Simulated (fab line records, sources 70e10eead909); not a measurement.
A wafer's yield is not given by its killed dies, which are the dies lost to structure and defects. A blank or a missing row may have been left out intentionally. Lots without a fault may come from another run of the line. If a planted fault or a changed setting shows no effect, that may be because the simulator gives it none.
fab line records	flow nand_harc	part 1 of 2: steps 1 to 22 of 33
record: lots: 5	wafers: 15	last_day: 30
route steps=1302 shown A_STAIRCASE@862 A_SGD_CUT@890
lots that met no fault: taken from a fault-free run of the same line
start_h: the number of hours between the record's first day and the start of the first shown wafer of the lot	wait_h: hours from the lot's prior step to this one	" repeats the value in the row above	L1.1+2: several wafers, shown together as one row	- value missing, or start not given	* or withheld: withheld	< > ~ a bound
route shown NAME@n: a module of which the file shows steps, and the number in the route of the first	usual: mean and standard deviation over wafers with no fault	same: alike in all rows	chamber/n: place in a boat	sites: readings site by site	_std_site: standard deviation across them	_edge_site: the outer-site mean with the inner-site mean subtracted	radius_mm: how far each site lies from the wafer's centre	mask NAME#n: copy n	behind: the tool/chamber that last shaped the wafer	hold: why the lot went on hold/how many hours it stayed there/how the hold came to an end	device: names the non-switching transistor (n, p or np)	end of line: at the end of the route, the tests of the same wafers	a step given without rows: its recipe and nothing more	killed: dies lost to structure and defects at the first sort, not the wafer's yield	map: the dies of a wafer, with x for killed, . for not killed, _ for no die there
set.NAME: the setting the step ran with; set.NAME@STEP: the setting that earlier step ran with	model.NAME: the simulator's own value behind a step, which no gauge read
lots seen at some steps along the route; tables by step, rows by wafer
services: a tool's chamber out of use, with start hour (start_h, from the record's first day; less than 0 if before it), hours out, and reason
== steps ==
step: NHARC_A_STAIRCASE_SOFTBAKE_436
recipe: temp_c: 135	time_s: 170
usual: chill_plate_temp_C: 23.00/0.11
lot.wafer	tool	chamber	start_h	wait_h	chill_plate_temp_C
L074.1	litho_track-05	0	-	-	23.03
L074.2	"	0	"	"	23.06
L074.3	"	0	"	"	23.01
L079.2	litho_track-05	0	-	-	22.91
L079.3	"	0	"	"	22.89
L079.6	"	0	"	"	22.78
L081.1	litho_track-05	0	-	-	22.86
L081.2	"	0	"	"	23.02
L081.5	"	0	"	"	22.90
L083.1	litho_track-07	0	-	-	23.18
L083.3	"	0	"	"	22.98
L083.4	"	0	"	"	22.97
L089.1	litho_track-07	0	-	-	22.83
L089.5	"	0	"	"	22.96
L089.6	"	0	"	"	23.07
step: NHARC_A_STAIRCASE_EBR_437
usual: chill_plate_temp_C: 22.98/0.11
lot.wafer	tool	chamber	start_h	wait_h	chill_plate_temp_C
L074.1	litho_track-05	0	-	-	23.10
L074.2	"	0	"	"	23.18
L074.3	"	0	"	"	23.20
L079.2	litho_track-05	0	-	-	23.01
L079.3	"	0	"	"	22.85
L079.6	"	0	"	"	23.11
L081.1	litho_track-05	0	-	-	22.83
L081.2	"	0	"	"	22.86
L081.5	"	0	"	"	22.86
L083.1	litho_track-07	0	-	-	23.05
L083.3	"	0	"	"	23.07
L083.4	"	0	"	"	23.02
L089.1	litho_track-07	0	-	-	22.86
L089.5	"	0	"	"	22.99
L089.6	"	0	"	"	22.94
step: NHARC_A_STAIRCASE_EXPOSE_438
recipe: na: 0.5	dose_mj: 28.97	mask_id: STAIR_REV
usual: stage_vel_mm_s: 500.00/0.28
lot.wafer	tool	chamber	start_h	wait_h	mask	stage_vel_mm_s
L074.1	krf_scanner-02	0	451.71	-	STAIR_REV#0	500.00
L074.2	"	0	"	"	STAIR_REV#0	499.76
L074.3	"	0	"	"	STAIR_REV#0	499.77
L079.2	krf_scanner-02	0	466.22	-	STAIR_REV#0	500.57
L079.3	"	0	"	"	STAIR_REV#0	500.61
L079.6	"	0	"	"	STAIR_REV#0	500.67
L081.1	krf_scanner-03	0	507.78	-	STAIR_REV#0	500.29
L081.2	"	0	"	"	STAIR_REV#0	500.13
L081.5	"	0	"	"	STAIR_REV#0	500.26
L083.1	krf_scanner-01	0	522.61	-	STAIR_REV#0	500.00
L083.3	"	0	"	"	STAIR_REV#0	499.89
L083.4	"	0	"	"	STAIR_REV#0	500.23
L089.1	krf_scanner-03	0	587.90	-	STAIR_REV#0	499.92
L089.5	"	0	"	"	STAIR_REV#0	500.22
L089.6	"	0	"	"	STAIR_REV#0	500.05
step: NHARC_A_STAIRCASE_PEB_439
recipe: peb_temp_c: 115	peb_time_s: 130
usual: chill_plate_temp_C: 23.01/0.12
lot.wafer	tool	chamber	start_h	wait_h	chill_plate_temp_C
L074.1	litho_track-07	0	451.78	0.1	23.14
L074.2	"	0	"	"	23.07
L074.3	"	0	"	"	23.04
L079.2	litho_track-05	0	466.28	0.1	23.20
L079.3	"	0	"	"	23.14
L079.6	"	0	"	"	23.14
L081.1	litho_track-05	0	507.84	0.1	23.01
L081.2	"	0	"	"	23.02
L081.5	"	0	"	"	22.95
L083.1	litho_track-07	0	522.68	0.1	23.03
L083.3	"	0	"	"	22.90
L083.4	"	0	"	"	22.86
L089.1	litho_track-07	0	587.97	0.1	23.18
L089.5	"	0	"	"	22.90
L089.6	"	0	"	"	23.03
step: NHARC_A_STAIRCASE_DEVELOP_440
recipe: time_s: 140
usual: chill_plate_temp_C: 23.01/0.1
lot.wafer	tool	chamber	start_h	wait_h	chill_plate_temp_C
L074.1	litho_track-07	0	-	-	23.14
L074.2	"	0	"	"	23.20
L074.3	"	0	"	"	23.21
L079.2	litho_track-05	0	-	-	22.94
L079.3	"	0	"	"	22.92
L079.6	"	0	"	"	22.79
L081.1	litho_track-05	0	-	-	22.92
L081.2	"	0	"	"	23.02
L081.5	"	0	"	"	23.02
L083.1	litho_track-07	0	-	-	23.01
L083.3	"	0	"	"	22.85
L083.4	"	0	"	"	22.93
L089.1	litho_track-07	0	-	-	22.90
L089.5	"	0	"	"	22.87
L089.6	"	0	"	"	22.96
step: NHARC_A_STAIRCASE_HARDBAKE_442
recipe: temp_c: 120	time_s: 140
usual: chill_plate_temp_C: 22.99/0.1
lot.wafer	tool	chamber	start_h	wait_h	chill_plate_temp_C
L074.1	litho_track-05	0	452.00	-	22.97
L074.2	"	0	"	"	23.11
L074.3	"	0	"	"	23.02
L079.2	litho_track-07	0	466.50	-	22.94
L079.3	"	0	"	"	23.05
L079.6	"	0	"	"	22.94
L081.1	litho_track-07	0	508.06	-	23.01
L081.2	"	0	"	"	23.05
L081.5	"	0	"	"	23.06
L083.1	litho_track-07	0	522.90	-	22.79
L083.3	"	0	"	"	23.03
L083.4	"	0	"	"	22.81
L089.1	litho_track-07	0	588.19	-	23.01
L089.5	"	0	"	"	23.14
L089.6	"	0	"	"	23.00
step: NHARC_A_STAIRCASE_DESCUM_443
recipe: time_s: 3	o2_flow_sccm: 200	ar_flow_sccm: 0	bias_power_w: 0	chemistry: O2
usual: drypump_motor_current_A: 5.92/0.25	oes_product_au: 0.998/0.0096	rf_vpp_V: 57.5/0.84	showerhead_plenum_p_Torr: 1.85/0.089	throttle_valve_pct: 11.311/0.0087
lot.wafer	tool	chamber	start_h	wait_h	drypump_motor_current_A	oes_product_au	rf_hours_counter_h	rf_vpp_V	showerhead_plenum_p_Torr	throttle_valve_pct
L074.1	rie_diel-04	0	452.09	-	5.66	1.011	24	57.8	1.79	11.322
L074.2	"	2	"	"	6.14	0.988	27	56.3	1.81	11.312
L074.3	"	3	"	"	6.13	0.986	28	58.6	1.77	11.314
L079.2	rie_diel-04	0	466.60	-	5.65	1.003	31	55.8	1.79	11.316
L079.3	"	1	"	"	5.94	1.002	29	57.0	1.83	11.314
L079.6	"	3	"	"	6.09	0.993	-	57.6	1.77	11.313
L081.2	rie_diel-02	3	508.15	-	6.12	1.001	33	57.8	1.79	11.297
L081.1	"	2	"	"	6.09	1.010	31	57.0	1.92	11.320
L081.5	"	0	"	"	5.94	0.989	-	58.6	1.79	11.321
L083.4	rie_diel-04	3	522.99	-	6.10	0.980	52	57.3	1.77	11.316
L083.3	"	0	"	"	5.66	1.006	48	57.0	1.79	11.322
L083.1	"	2	"	"	6.13	0.986	48	57.7	1.80	11.305
L089.1	rie_diel-04	0	588.34	-	5.68	1.016	15	57.2	1.78	11.309
L089.5	"	2	"	"	6.14	0.999	-	57.5	1.80	11.309
L089.6	"	3	"	"	6.06	1.005	-	58.2	2.07	11.304
step: NHARC_A_STAIRCASE_ETCH_444
recipe: target_depth_a: 2.04e+05	time_s: 6800	c4f8_flow_sccm: 20	o2_flow_sccm: 10	ar_flow_sccm: withheld	rf_w: 600	bias_w: 1000	chemistry: C4F8/O2
usual: oes_product_au: 0.931/0.016	rf_vpp_V: 803/4.9
lot.wafer	tool	chamber	start_h	wait_h	oes_product_au	rf_hours_counter_h	rf_vpp_V
L074.2	rie_diel-04	3	452.23	0.1	0.928	29	799
L074.3	"	1	"	"	0.930	25	801
L074.1	"	2	"	"	0.928	28	802
L079.2	rie_diel-04	1	466.68	0.1	0.922	30	803
L079.3	"	0	468.12	1.5	0.921	32	799
L079.6	"	1	"	"	0.924	-	803
L081.2	rie_diel-02	3	508.72	0.6	0.909	34	798
L081.1	"	0	"	"	0.922	26	800
L081.5	"	3	510.63	2.4	0.913	-	800
L083.4	rie_diel-04	3	523.55	0.5	0.922	53	797
L083.3	"	0	"	"	0.928	49	799
L083.1	"	1	"	"	0.929	48	802
L089.1	rie_diel-04	1	589.01	0.7	0.928	14	802
L089.5	"	0	590.44	2.1	0.919	-	800
L089.6	"	1	"	"	0.924	-	801
step: NHARC_A_STAIRCASE_STRIP_446
recipe: power_w: 1500	temp_c: 250	chemistry: O2
usual: drypump_motor_current_A: 5.6/0.44	heater_power_w: 343/17	temp_c: 249.98/0.18
lot.wafer	tool	chamber	start_h	wait_h	drypump_motor_current_A	heater_power_w	rf_hours_counter_h	temp_c
L074.1	plasma_asher-02	0	456.56	0.0	5.7	359	5	250.21
L074.2	"	1	"	"	5.1	329	5	249.99
L074.3	"	0	"	"	5.7	366	-	250.39
L079.2	plasma_asher-02	0	471.16	0.1	5.7	365	10	249.99
L079.3	"	1	"	"	5.0	336	-	249.88
L079.6	"	1	"	"	5.0	337	-	250.20
L081.1	plasma_asher-01	0	512.66	0.0	6.0	317	30	250.21
L081.2	"	1	"	"	6.2	347	30	249.83
L081.5	"	0	"	"	6.0	310	-	250.15
L083.1	plasma_asher-02	0	527.70	0.3	5.7	366	23	249.99
L083.4	"	0	"	"	5.7	361	-	249.94
L083.3	"	1	"	"	5.0	344	-	249.72
L089.1	plasma_asher-02	1	593.10	0.2	5.0	335	34	249.92
L089.6	"	1	"	"	5.1	338	-	249.92
L089.5	"	0	"	"	5.7	371	-	249.96
step: NHARC_A_STAIRCASE_STRIP_447
recipe: time_s: 900	temp_c: 130	chemistry: SPM
usual: temp_c: 130.02/0.15
lot.wafer	tool	chamber	start_h	wait_h	temp_c
L074.3	wet_bench-02	3	456.91	0.2	130.34
L074.1	"	4	"	"	130.05
L074.2	"	5	"	"	130.12
L079.3	wet_bench-02	1	471.46	0.2	130.24
L079.6	"	4	"	"	129.86
L079.2	"	6	"	"	129.98
L081.5	wet_bench-02	2	513.00	0.1	130.04
L081.2	"	4	"	"	130.12
L081.1	"	5	"	"	130.07
L083.4	wet_bench-02	2	528.04	0.2	129.90
L083.1	"	3	"	"	130.00
L083.3	"	6	"	"	130.47
L089.5	wet_bench-07	0	593.45	0.1	130.01
L089.1	"	1	"	"	129.94
L089.6	"	2	"	"	129.96
step: NHARC_A_STAIRCASE_PRECLEAN_448
recipe: time_s: *	temp_c: 50	bath_age_min: 0	chemistry: SC1
usual: temp_c: 50.00/0.12
lot.wafer	tool	chamber	start_h	wait_h	temp_c
L074.3	wet_bench-02	3	-	-	50.01
L074.1	"	4	"	"	49.92
L074.2	"	5	"	"	49.86
L079.3	wet_bench-02	1	-	-	50.12
L079.6	"	4	"	"	50.14
L079.2	"	6	"	"	50.14
L081.5	wet_bench-02	2	-	-	50.04
L081.2	"	4	"	"	50.05
L081.1	"	5	"	"	49.96
L083.4	wet_bench-02	2	-	-	50.09
L083.1	"	3	"	"	49.89
L083.3	"	6	"	"	50.00
L089.5	wet_bench-07	0	-	-	49.99
L089.1	"	1	"	"	49.80
L089.6	"	2	"	"	50.12
step: NHARC_A_STAIRCASE_SRD_449
lot.wafer	tool	chamber	start_h	wait_h
L074.3+1+2	wet_bench-02	3,4,5	-	-
L079.3+6+2	wet_bench-02	1,4,6	-	-
L081.5+2+1	wet_bench-02	2,4,5	-	-
L083.4+1+3	wet_bench-02	2,3,6	-	-
L089.5+1+6	wet_bench-07	0,1,2	-	-
step: NHARC_A_STAIRCASE_CMP_450
recipe: target_thk_nm: 200	material: SiO2
usual: motor_current_A: 11.8/1.1	retaining_ring_pressure_frac: 1.000/0.0049
lot.wafer	tool	chamber	start_h	wait_h	motor_current_A	retaining_ring_pressure_frac
L074.1	cmp-02	1	457.36	-	11.9	1.004
L074.2	"	3	"	"	12.9	1.006
L074.3	"	0	"	"	12.4	1.003
L079.3	cmp-03	0	471.92	-	11.6	1.006
L079.2	"	3	"	"	11.1	0.998
L079.6	"	0	"	"	11.2	1.000
L081.1	cmp-03	0	513.46	-	11.4	1.007
L081.2	"	2	"	"	10.8	1.006
L081.5	"	0	"	"	11.9	1.006
L083.1	cmp-04	2	528.50	-	12.5	1.000
L083.3	"	0	"	"	11.3	0.996
L083.4	"	1	"	"	10.7	0.992
L089.1	cmp-02	3	593.92	-	13.0	1.004
L089.5	"	1	"	"	11.4	1.000
L089.6	"	2	"	"	10.2	0.997
step: NHARC_A_STAIRCASE_CMP_152
usual: motor_current_A: 11.8/1	retaining_ring_pressure_frac: 1.001/0.0048
lot.wafer	tool	chamber	start_h	wait_h	motor_current_A	retaining_ring_pressure_frac
L074.1	cmp-02	1	457.44	0.1	11.7	0.998
L074.2	"	3	"	"	12.9	1.000
L074.3	"	0	"	"	12.8	0.998
L079.3	cmp-03	0	471.99	0.1	11.5	1.006
L079.2	"	3	"	"	11.9	1.006
L079.6	"	0	"	"	11.5	1.003
L081.1	cmp-03	0	514.05	0.6	11.6	1.004
L081.2	"	2	"	"	10.6	1.005
L081.5	"	0	"	"	11.5	1.011
L083.1	cmp-04	2	528.57	0.1	13.3	1.004
L083.3	"	0	"	"	11.8	0.990
L083.4	"	1	"	"	10.4	1.007
L089.1	cmp-02	3	593.99	0.1	13.5	0.997
L089.5	"	1	"	"	12.0	0.999
L089.6	"	2	"	"	9.9	1.001
step: NHARC_A_STAIRCASE_SRD_154
lot.wafer	tool	chamber	start_h	wait_h
L074.1+2+3	wet_bench-07	1,2,5	457.74	0.1
L079.6+2+3	wet_bench-07	3,5,7	472.28	0.0
L081.1+2+5	wet_bench-06	6,1,2	514.34	0.0
L083.4+3+1	wet_bench-07	1,2,3	528.87	0.0
L089.1+6+5	wet_bench-06	2,4,6	594.26	0.0
step: NHARC_A_STAIRCASE_ETCH_403
recipe: target_depth_a: 1082	chemistry: dHF	material: SiO2
lot.wafer	tool	chamber	start_h	wait_h
L074.1+2+3	wet_bench-07	1,2,5	457.77	0.0
L079.6+2+3	wet_bench-07	3,5,7	472.30	0.0
L081.1+2+5	wet_bench-06	6,1,2	514.36	0.0
L083.4+3+1	wet_bench-07	1,2,3	528.89	0.0
L089.1+6+5	wet_bench-06	2,4,6	594.29	0.0
step: NHARC_A_STAIRCASE_ETCHBACK_422
recipe: target_depth_a: 400	over_etch_frac: 0.3	time_s: 74.286	ion_energy_ev: 120	ch3f_flow_sccm: 50	o2_flow_sccm: 30	ar_flow_sccm: 200	rf_w: 500	bias_w: 100	chemistry: CH3F/O2
usual: drypump_motor_current_A: 5.93/0.26	oes_product_au: 0.95/0.039	rf_vpp_V: 243.5/1.7	showerhead_plenum_p_Torr: 2.40/0.12	throttle_valve_pct: 20.663/0.0091
lot.wafer	tool	chamber	start_h	wait_h	drypump_motor_current_A	oes_product_au	rf_hours_counter_h	rf_vpp_V	showerhead_plenum_p_Torr	throttle_valve_pct
L074.3	rie_diel-02	1	457.91	0.1	5.78	0.93	16	242.3	2.35	20.649
L074.1	"	3	"	"	6.07	0.91	20	241.8	2.31	20.663
L074.2	"	0	"	"	5.91	0.92	11	243.3	2.31	20.652
L079.2	rie_diel-04	0	472.46	0.1	5.66	1.01	34	242.4	2.31	20.656
L079.3	"	3	"	"	6.12	0.98	38	241.4	2.28	20.672
L079.6	"	0	"	"	5.67	1.00	-	243.4	2.31	20.656
L081.2	rie_diel-04	0	514.53	0.1	5.65	0.93	46	242.3	2.30	20.654
L081.1	"	2	"	"	6.12	0.91	44	242.4	2.33	20.661
L081.5	"	3	"	"	6.11	0.92	-	242.8	2.28	20.682
L083.3	rie_diel-02	0	529.04	0.1	5.90	0.92	31	242.3	2.30	20.670
L083.4	"	1	"	"	5.83	0.92	37	243.0	2.34	20.643
L083.1	"	3	"	"	6.12	0.92	41	240.8	2.30	20.669
L089.1	rie_diel-04	0	594.45	0.2	5.67	0.94	20	241.8	2.29	20.650
L089.6	"	3	"	"	6.12	0.92	-	246.9	2.65	20.654
L089.5	"	0	"	"	5.67	0.93	-	242.2	2.29	20.667
step: NHARC_A_STAIRCASE_ETCH_423
recipe: target_depth_a: 300	chemistry: dHF	material: SiO2
lot.wafer	tool	chamber	start_h	wait_h
L074.1+3+2	wet_bench-07	5,7,0	458.09	0.1
L079.6+3+2	wet_bench-07	3,5,7	472.64	0.1
L081.2+5+1	wet_bench-06	7,0,4	514.68	0.1
L083.3+4+1	wet_bench-02	0,1,5	529.20	0.2
L089.1+6+5	wet_bench-07	7,0,4	594.59	-
step: NHARC_A_STAIRCASE_ETCHBACK_157
recipe: target_depth_a: 900	over_etch_frac: 0.3	time_s: 167.14	ion_energy_ev: 120	ch3f_flow_sccm: 50	o2_flow_sccm: 30	ar_flow_sccm: 200	rf_w: 500	bias_w: 100	chemistry: CH3F/O2
usual: drypump_motor_current_A: 5.95/0.22	oes_product_au: 0.96/0.033	rf_vpp_V: 243.2/1.6	showerhead_plenum_p_Torr: 2.38/0.11	throttle_valve_pct: 20.665/0.0084
lot.wafer	tool	chamber	start_h	wait_h	drypump_motor_current_A	oes_product_au	rf_hours_counter_h	rf_vpp_V	showerhead_plenum_p_Torr	throttle_valve_pct
L074.2	rie_diel-02	0	458.28	0.1	5.95	0.94	11	242.7	2.31	20.662
L074.1	"	2	"	"	6.10	0.95	18	245.4	2.47	20.660
L074.3	"	3	"	"	6.08	0.93	20	242.0	2.31	20.673
L079.3	rie_diel-02	0	472.86	0.2	5.93	0.93	17	241.9	2.31	20.669
L079.2	"	1	"	"	5.79	0.94	24	243.0	2.34	20.661
L079.6	"	2	"	"	6.10	0.94	-	245.6	2.47	20.669
L081.2	rie_diel-04	1	514.87	0.2	5.93	0.93	44	242.9	2.35	20.666
L081.1	"	0	"	"	5.65	0.95	46	240.8	2.30	20.669
L081.5	"	2	"	"	6.16	0.93	-	241.5	2.33	20.655
L083.3	rie_diel-06	2	529.39	0.2	6.21	0.99	10	241.9	2.36	20.656
L083.1	"	1	"	"	6.04	1.01	8	245.0	2.52	20.653
L083.4	"	2	"	"	6.20	0.99	-	243.1	2.36	20.655
L089.1	rie_diel-04	2	594.82	0.2	6.14	0.97	18	243.6	2.31	20.652
L089.6	"	1	"	"	5.95	0.97	-	243.3	2.34	20.663
L089.5	"	2	"	"	6.13	0.97	-	242.9	2.31	20.654
step: NHARC_A_STAIRCASE_STRIP_475
recipe: time_s: 20	o2_flow_sccm: 500	ar_flow_sccm: 0	bias_w: 0	chemistry: O2
usual: drypump_motor_current_A: 5.96/0.22	oes_product_au: 1.000/0.01	rf_vpp_V: 57.6/0.91	showerhead_plenum_p_Torr: 3.41/0.14	throttle_valve_pct: 17.037/0.0081
lot.wafer	tool	chamber	start_h	wait_h	drypump_motor_current_A	oes_product_au	rf_hours_counter_h	rf_vpp_V	showerhead_plenum_p_Torr	throttle_valve_pct
L074.3	rie_diel-02	2	-	-	6.10	1.015	18	56.9	3.54	17.027
L074.1	"	3	"	"	6.10	0.990	20	57.9	3.32	17.031
L074.2	"	0	"	"	5.90	1.004	11	57.4	3.32	17.038
L079.3	rie_diel-02	2	-	-	6.13	1.016	23	57.4	3.54	17.017
L079.2	"	3	"	"	6.05	0.992	25	58.0	3.32	17.050
L079.6	"	1	"	"	5.77	0.998	-	57.8	3.37	17.034
L081.2	rie_diel-04	2	-	-	6.12	0.975	44	57.1	3.34	17.024
L081.1	"	3	"	"	6.10	0.995	49	57.0	3.28	17.041
L081.5	"	1	"	"	6.07	0.999	-	56.7	3.37	17.033
L083.3	rie_diel-06	3	529.63	0.2	5.78	1.007	10	58.4	3.77	17.039
L083.1	"	1	"	"	6.06	1.006	8	57.8	3.62	17.035
L083.4	"	3	"	"	5.78	0.992	-	59.1	3.77	17.032
L089.1	rie_diel-04	0	-	-	5.67	1.012	20	55.4	3.30	17.052
L089.5	"	1	"	"	5.94	1.022	-	57.8	3.36	17.045
L089.6	"	2	"	"	6.15	0.998	-	57.3	3.33	17.037
step: NHARC_A_STAIRCASE_DEP_471
recipe: target_thk_a: 1000	temp_c: 400	pressure_torr: 6.5	rf_w: 900	teos_flow_sccm: 161.4	flow_sccm: 2650	target_thk_nm: 100	gas: O2	material: SiO2
usual: flow_sccm: 2650/7.8	heater_power_w: 587/84	throttle_valve_pct: 15.9/0.58
lot.wafer	tool	chamber	start_h	wait_h	flow_sccm	heater_power_w	throttle_valve_pct
L074.3	pecvd-02	0	458.57	-	2649	465	15.3
L074.1	"	1	"	"	2651	569	14.8
L074.2	"	2	"	"	2643	642	15.3
L079.3	pecvd-04	2	473.14	-	2651	583	15.9
L079.2	"	0	"	"	2654	512	15.4
L079.6	"	2	"	"	2659	599	15.7
L081.2	pecvd-01	0	515.15	-	2635	550	16.1
L081.1	"	1	"	"	2652	688	15.2
L081.5	"	1	"	"	2652	679	15.3
L083.3	pecvd-04	1	529.72	-	2648	602	16.8
L083.1	"	2	"	"	2657	723	15.8
L083.4	"	1	"	"	2654	594	16.7
L089.1	pecvd-04	1	595.11	-	2651	529	16.9
L089.5	"	0	"	"	2633	494	16.3
L089.6	"	2	"	"	2646	679	16.2
step: NHARC_A_STAIRCASE_CMP_472
recipe: material: SiO2
usual: motor_current_A: 11.9/1.1	retaining_ring_pressure_frac: 0.999/0.0047
lot.wafer	tool	chamber	start_h	wait_h	motor_current_A	retaining_ring_pressure_frac
L074.3	cmp-04	1	458.84	0.2	10.3	1.005
L074.1	"	3	"	"	11.5	0.995
L074.2	"	0	"	"	11.6	1.002
L079.3	cmp-04	3	473.38	0.2	10.8	1.001
L079.2	"	0	"	"	11.9	0.998
L079.6	"	0	"	"	11.8	1.004
L081.1	cmp-04	1	515.42	0.2	11.2	1.002
L081.2	"	0	"	"	11.8	0.992
L081.5	"	1	"	"	10.7	0.997
L083.4	cmp-03	1	530.00	0.2	13.2	1.004
L083.1	"	2	"	"	11.0	1.004
L083.3	"	0	"	"	12.0	0.994
L089.1	cmp-03	0	595.38	0.2	11.6	1.004
L089.6	"	3	"	"	11.4	0.996
L089.5	"	0	"	"	11.8	1.004
